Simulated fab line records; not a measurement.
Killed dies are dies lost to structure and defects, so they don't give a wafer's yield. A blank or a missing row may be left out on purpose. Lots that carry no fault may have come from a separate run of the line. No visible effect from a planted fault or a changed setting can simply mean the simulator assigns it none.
Struck lot and sound lot, side by side :: flow n5Finfet :: 35 steps out of a route of 1938
Sound: these wafers, L150.2, L150.5, L150.6. Wafers L157.2, L157.4, L157.5 were the ones struck. The cause is given at the end.
Order at every step that has rows: each side's tool, ch and its chambers, its first start. Under that, the readings that differ: sound wafers :: struck wafers :: difference of the means :: sigmas: that difference in standard deviations of wafers without a fault.
alike: a reading whose means differ by less than 2 such deviations, as well as words and numbers matching on both sides. not compared: withheld readings; readings where some wafer has no value; bounds like >300 that might hide an equal value; numbers whose values overlap and for which the record gives no deviation.
Wherever a step has rows on one side only, a row that says differs or no value, or a row with sigmas, the two part there. Numbers that don't overlap but have no deviation are shown without sigmas and don't part them. A reading missing from all wafers of one side parts the sides only when that side holds two or more wafers.

first, 11 steps without rows for these wafers: N5_BEOL_M8_HM_STRIP_39 (strips TiN in peroxide tin strip, target depth 25 nm, time 158 s); N5_BEOL_M8_SRD_40 (time 30 s); N5_BEOL_M8_PRECLEAN_42 (cleans in residue remover, time 60 s); N5_BEOL_M8_SRD_43 (time 30 s); N5_BEOL_M8_CURE_75 (cures SiCOH lowk, time 120 s); N5_BEOL_M8_DEGAS_44 (time 60 s); N5_BEOL_M8_PRE_CLEAN_45 (time 30 s); N5_BEOL_M8_ALD_77 (deposits TaN, target thk 2 nm, pulse time 2 s, purge time 3 s); N5_BEOL_M8_SURFACE_TREAT_79; N5_BEOL_M8_CVD_78 (deposits Co from CCTBA/H2, target thk 2 nm, time 142.3 s); N5_BEOL_M8_SPUTTER_48 (material Cu, target thk 10 nm, time 1.667 s).
N5_BEOL_M8_ECD_50: material Cu, target thk 300 nm.
  sound on ecdCu-01 ch 0,1, day 13 20:55; struck on ecdCu-02 ch 0,1, day 16 00:21
then, 22 steps without rows for these wafers: N5_BEOL_M8_ANNEAL_51 (time 90 s); N5_BEOL_M8_CMP_52 (polishes, stops on SiCOH lowk, t overpolish 6.9 s, target thk 80 nm); N5_BEOL_M8_PRE_CLEAN_55 (time 15 s); N5_BEOL_M8_DEP_56 (deposits SiCN from 3MS/NH3, target thk 10 nm, time 17.5 s); N5_BEOL_M9_ILD_DEP_00 (deposits SiCOH lowk from DEMS/porogen, target thk 308.51 nm, time 58 s); N5_BEOL_M9_CURE_71 (cures SiCOH lowk, time 240 s); N5_BEOL_M9_PECVD_70 (deposits SiO2 from TEOS/O2, target thk 20 nm, time 22.7 s); N5_BEOL_M9_HM_DEP_02 (deposits TiN, target thk 20 nm); N5_BEOL_M9_COAT_59 (time 60 s, resist thk 100 nm); N5_BEOL_M9_COAT_60 (time 60 s, resist thk 30 nm); N5_BEOL_M9_COAT_05 (resist thk 90 nm); N5_BEOL_M9_EBR_07; N5_BEOL_M9_SOFTBAKE_06 (time 60 s); N5_BEOL_M9_EXPOSE_08 (exposes mask M9); N5_BEOL_M9_PEB_09 (peb time 60 s); N5_BEOL_M9_DEVELOP_10 (develop time 30 s); N5_BEOL_M9_DESCUM_16 (chemistry O2, time 7.9 s); N5_BEOL_M9_ETCH_61 (etches SiARC in CF4, target depth 39 nm, time 65 s); N5_BEOL_M9_ETCH_62 (etches SOC in N2/H2, target depth 110 nm, overetch 22 nm, time 165 s); N5_BEOL_M9_STRIP_68 (strips in N2/H2); N5_BEOL_M9_STRIP_67 (strips in CF4); N5_BEOL_M9_HM_OPEN_17 (chemistry Cl2/BCl3, target TiN, target depth 20 nm, overetch 6 nm).
-- the record jumps here: 3 days lie between the struck wafers' starts before and after (it left off in module BEOL_M9 and takes up again in module PASSIVATION, whose first step shown is number 1936 of the route) --
N5_PASSIVATION_PROBE_49:
  sound on prober-02, day 16 16:08; struck on prober-02, day 18 19:35
reading: defectLimitedYield (%)
sound: 89.9 92.4 93.1
struck: 71.7 68.5 67.1
difference: -22.7
sigmas: -16

reading: killed_at_M4_up
sound: 15 12 11
struck: 271 298 303
difference: +278
sigmas: +46

reading: killedDies
sound: 119 90 81
struck: 334 372 388
difference: +268
sigmas: +16

reading: killedOnRim
sound: 18 13 11
struck: 43 37 49
difference: +29
sigmas: +7

reading: sort_bin_5_function (%)
sound: 6.4 4.6 3.8
struck: 17.4 18.1 18.4
difference: +13.0
sigmas: +13

reading: sort_bin_6_memory (%)
sound: 3.1 2.9 2.9
struck: 9.0 11.5 12.4
difference: +8.0
sigmas: +12

reading: sortNPass
sound: 1061 1090 1099
struck: 846 808 792
difference: -268
sigmas: -16

reading: sortYieldPct (%)
sound: 89.9 92.4 93.1
struck: 71.7 68.5 67.1
difference: -22.7
sigmas: -16
  alike: killed_at_M0_to_M3, killedAtContacts, killedAtFrontEnd, killedAtOther, killedOpen, killedShort, sort_bin_8_speed

## WHERE THEY PART
Only at N5_PASSIVATION_PROBE_49, as far as this record shows.

WHY: what the simulator had put in
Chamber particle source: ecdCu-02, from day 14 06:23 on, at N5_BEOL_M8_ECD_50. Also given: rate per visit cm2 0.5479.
